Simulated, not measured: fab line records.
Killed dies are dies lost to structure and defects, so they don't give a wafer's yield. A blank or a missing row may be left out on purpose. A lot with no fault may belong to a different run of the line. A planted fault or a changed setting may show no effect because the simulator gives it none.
Which tool did it? / flow nandHarc / Sampling: 14 lots, 42 wafers, 6 of 1159 route steps

## WHAT THE GAUGES SHOWED, per wafer
NHARC_A_START_INSPECT_01. Usual: rawDefectCount 3.4, standard deviation 1.8.
lot=L282; measured=day 6 21:53; on=defectInspect-01; rawDefectCount=4 2 2; flag=
lot=L283; measured=day 7 03:22; on=defectInspect-02; rawDefectCount=1 4 1; flag=
lot=L286; measured=day 7 11:43; on=defectInspect-02; rawDefectCount=4 5 4; flag=
lot=L285; measured=day 7 18:04; on=defectInspect-01; rawDefectCount=3 3 4; flag=
lot=L289; measured=day 8 04:31; on=defectInspect-02; rawDefectCount=3 3 2; flag=
lot=L291; measured=day 8 13:35; on=defectInspect-01; rawDefectCount=1 3 4; flag=
lot=L292; measured=day 8 15:05; on=defectInspect-02; rawDefectCount=3 1 3; flag=
lot=L290; measured=day 8 16:11; on=defectInspect-01; rawDefectCount=2 1 2; flag=
lot=L293; measured=day 9 20:08; on=defectInspect-02; rawDefectCount=4 3 3; flag=
lot=L295; measured=day 9 21:01; on=defectInspect-01; rawDefectCount=0 1 4; flag=
lot=L294; measured=day 9 21:49; on=defectInspect-01; rawDefectCount=2 4 3; flag=
lot=L297; measured=day 10 12:44; on=defectInspect-01; rawDefectCount=4 3 7; flag=
lot=L301; measured=day 11 07:53; on=defectInspect-02; rawDefectCount=7 5 2; flag=
lot=L303; measured=day 11 15:43; on=defectInspect-02; rawDefectCount=2 4 3; flag=

NHARC_A_ZERO_WELL_CD_MEAS_10: target cd 2000 nm. Usual: cdNm 1999.5 nm, standard deviation 2.3.
lot=L282; measured=day 6 22:45; on=cdSem-02; cdNm (nm)=1999.1 1996.4 1999.3; flag=
lot=L283; measured=day 7 04:12; on=cdSem-02; cdNm (nm)=1999.1 1994.7 1994.0; flag=
lot=L286; measured=day 7 12:26; on=cdSem-01; cdNm (nm)=1998.1 2002.9 2001.1; flag=
lot=L285; measured=day 7 18:54; on=cdSem-01; cdNm (nm)=2001.1 2000.1 2004.2; flag=
lot=L289; measured=day 8 05:21; on=cdSem-02; cdNm (nm)=2000.7 1999.6 1996.8; flag=
lot=L291; measured=day 8 14:25; on=cdSem-01; cdNm (nm)=1998.7 1998.3 1999.5; flag=
lot=L292; measured=day 8 15:57; on=cdSem-03; cdNm (nm)=1996.9 1998.2 2000.4; flag=
lot=L290; measured=day 8 17:02; on=cdSem-01; cdNm (nm)=2001.0 2001.1 1996.8; flag=
lot=L293; measured=day 9 20:55; on=cdSem-01; cdNm (nm)=2000.1 1996.9 1998.6; flag=
lot=L295; measured=day 9 21:52; on=cdSem-01; cdNm (nm)=1998.5 1996.4 1998.3; flag=
lot=L294; measured=day 9 22:39; on=cdSem-01; cdNm (nm)=1997.8 1997.9 2001.6; flag=
lot=L297; measured=day 10 13:35; on=cdSem-01; cdNm (nm)=1996.1 1999.2 1999.8; flag=
lot=L301; measured=day 11 08:44; on=cdSem-03; cdNm (nm)=2000.2 1996.5 1997.0; flag=
lot=L303; measured=day 11 16:28; on=cdSem-02; cdNm (nm)=2000.4 2003.4 2003.3; flag=

NHARC_A_ONON_D1_THK_MEAS_05: measures by ellipsometry. Usual: thkNm 1003 nm, standard deviation 9.9.
lot=L282; measured=day 7 22:27; on=filmMetro-02; thkNm (nm)=1004 1007 1005; flag=
lot=L283; measured=day 8 03:34; on=filmMetro-01; thkNm (nm)=979 979 981; flag=
lot=L286; measured=day 8 11:03; on=filmMetro-01; thkNm (nm)=1019 1016 1018; flag=
lot=L285; measured=day 8 18:35; on=filmMetro-02; thkNm (nm)=1019 1020 1021; flag=
lot=L289; measured=day 9 02:37; on=filmMetro-02; thkNm (nm)=1000 1002 1001; flag=
lot=L291; measured=day 9 14:33; on=filmMetro-01; thkNm (nm)=993 994 993; flag=
lot=L292; measured=day 9 14:12; on=filmMetro-02; thkNm (nm)=1017 1015 1015; flag=
lot=L290; measured=day 9 14:32; on=filmMetro-01; thkNm (nm)=993 995 991; flag=
lot=L293; measured=day 10 20:03; on=filmMetro-01; thkNm (nm)=994 995 995; flag=
lot=L295; measured=day 10 20:24; on=filmMetro-02; thkNm (nm)=1006 1006 1006; flag=
lot=L294; measured=day 10 20:11; on=filmMetro-02; thkNm (nm)=1013 1012 1008; flag=
lot=L297; measured=day 11 11:47; on=filmMetro-01; thkNm (nm)=1008 1010 1011; flag=
lot=L301; measured=day 12 09:29; on=filmMetro-02; thkNm (nm)=1004 1005 1005; flag=
lot=L303; measured=day 12 15:02; on=filmMetro-02; thkNm (nm)=1001 1003 1003; flag=

NHARC_A_ONON_D1_THK_MEAS_21: measures by ellipsometry. Usual: thkNm 1000 nm, standard deviation 7.6.
lot=L282; measured=day 8 07:47; on=filmMetro-01; thkNm (nm)=991 992 991; flag=
lot=L283; measured=day 8 13:05; on=filmMetro-01; thkNm (nm)=998 998 997; flag=
lot=L286; measured=day 8 20:24; on=filmMetro-01; thkNm (nm)=997 996 998; flag=
lot=L285; measured=day 9 04:07; on=filmMetro-01; thkNm (nm)=997 997 999; flag=
lot=L289; measured=day 9 12:01; on=filmMetro-01; thkNm (nm)=1010 1011 1009; flag=
lot=L291; measured=day 10 02:45; on=filmMetro-01; thkNm (nm)=1004 1005 1004; flag=
lot=L292; measured=day 10 02:43; on=filmMetro-02; thkNm (nm)=1006 1005 1006; flag=
lot=L290; measured=day 10 02:43; on=filmMetro-01; thkNm (nm)=1009 1009 1010; flag=
lot=L293; measured=day 11 06:41; on=filmMetro-02; thkNm (nm)=1003 1004 1005; flag=
lot=L295; measured=day 11 06:54; on=filmMetro-02; thkNm (nm)=996 995 995; flag=
lot=L294; measured=day 11 06:32; on=filmMetro-01; thkNm (nm)=1005 1003 1004; flag=
lot=L297; measured=day 11 22:42; on=filmMetro-01; thkNm (nm)=1004 1003 1006; flag=
lot=L301; measured=day 12 18:53; on=filmMetro-01; thkNm (nm)=985 543 987; flag=OFF
lot=L303; measured=day 13 00:24; on=filmMetro-01; thkNm (nm)=992 992 549; flag=OFF

NHARC_END_SORT_01. Usual: killedAtArray 29, standard deviation 11; killedAtOther 0.7, standard deviation 1.1; killedAtPeriphery 2.9, standard deviation 2.2; killedDies 33, standard deviation 11; killedOpen 3.1, standard deviation 1.8; killedShort 1.9, standard deviation 1.4.
lot=L301; measured=day 24 04:02; on=prober-01; killedAtArray=47 674 47; killedAtOther=0 0 1; killedAtPeriphery=0 3 0; killedDies=47 677 48; killedOpen=4 3 1; killedShort=1 5 5; flag=OFF
lot=L303; measured=day 24 04:02; on=prober-02; killedAtArray=29 22 676; killedAtOther=0 0 0; killedAtPeriphery=2 6 1; killedDies=31 28 677; killedOpen=4 4 1; killedShort=0 1 0; flag=OFF

## WHAT TOOL EACH LOT RAN ON (gives the tool, then ch and the chambers of the sampled wafers, and finally the start)
lot=L282; NHARC_A_ONON_D1_DEP_19=pecvdOnon-04 ch 0, day 8 07:16
lot=L283; NHARC_A_ONON_D1_DEP_19=pecvdOnon-02 ch 0, day 8 12:34
lot=L286; NHARC_A_ONON_D1_DEP_19=pecvdOnon-02 ch 0, day 8 19:56
lot=L285; NHARC_A_ONON_D1_DEP_19=pecvdOnon-02 ch 0, day 9 03:43
lot=L289; NHARC_A_ONON_D1_DEP_19=pecvdOnon-04 ch 0, day 9 11:34
lot=L291; NHARC_A_ONON_D1_DEP_19=pecvdOnon-04 ch 0, day 10 02:18
lot=L292; NHARC_A_ONON_D1_DEP_19=pecvdOnon-03 ch 0, day 10 02:16
lot=L290; NHARC_A_ONON_D1_DEP_19=pecvdOnon-02 ch 0, day 10 02:12
lot=L293; NHARC_A_ONON_D1_DEP_19=pecvdOnon-02 ch 0, day 11 06:20
lot=L295; NHARC_A_ONON_D1_DEP_19=pecvdOnon-03 ch 0, day 11 06:23
lot=L294; NHARC_A_ONON_D1_DEP_19=pecvdOnon-03 ch 0, day 11 06:05
lot=L297; NHARC_A_ONON_D1_DEP_19=pecvdOnon-04 ch 0, day 11 22:11
lot=L301; NHARC_A_ONON_D1_DEP_19=pecvdOnon-04 ch 0, day 12 18:26
lot=L303; NHARC_A_ONON_D1_DEP_19=pecvdOnon-04 ch 0, day 12 23:57
- NHARC_A_ONON_D1_DEP_19: target thk 1000 nm.

## WHAT THE TOOLS THEMSELVES READ (means of the sampled wafers that have a number; where no wafer has one, the mark that the record gives instead)
The record holds no such reading with a usual standard deviation.

## THE ANSWER, worked out from the rows above alone
Rule: a lot counts as off when the mean over its wafers that have a number is more than 3 standard deviations away from the usual mean. Also off: a lot with no number at a reading for which 4 or more lots have one. Where the step has rows for the other lots, those lots are counted as sound. The gauges are gone through in route order, then the tools' own readings, and for those a lot's mean is taken as printed above. The first step at which some lot is off is used, and at that step the reading that is off furthest; a lot without a number counts as furthest.
Off, at NHARC_A_ONON_D1_THK_MEAS_21 on thkNm: L301, L303.
A tool fits if, at a process step before that reading, it ran every lot that is off, and no sound lot after the first of them. Not tried: the gauges at NHARC_A_ONON_D1_THK_MEAS_21; whatever is off there is also off at NHARC_END_SORT_01, on other tools, and gauge error can't account for it. One candidate fits, namely pecvdOnon-04 at NHARC_A_ONON_D1_DEP_19. A fault onset in the window from L297 (day 11 22:11, its last sound lot) to L301 (day 12 18:26, its first lot off) fits.

## WHAT THE SIMULATOR PUT IN
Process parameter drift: pecvdOnon-04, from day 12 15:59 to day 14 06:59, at NHARC_A_ONON_D1_DEP_19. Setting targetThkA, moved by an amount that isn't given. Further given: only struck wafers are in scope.
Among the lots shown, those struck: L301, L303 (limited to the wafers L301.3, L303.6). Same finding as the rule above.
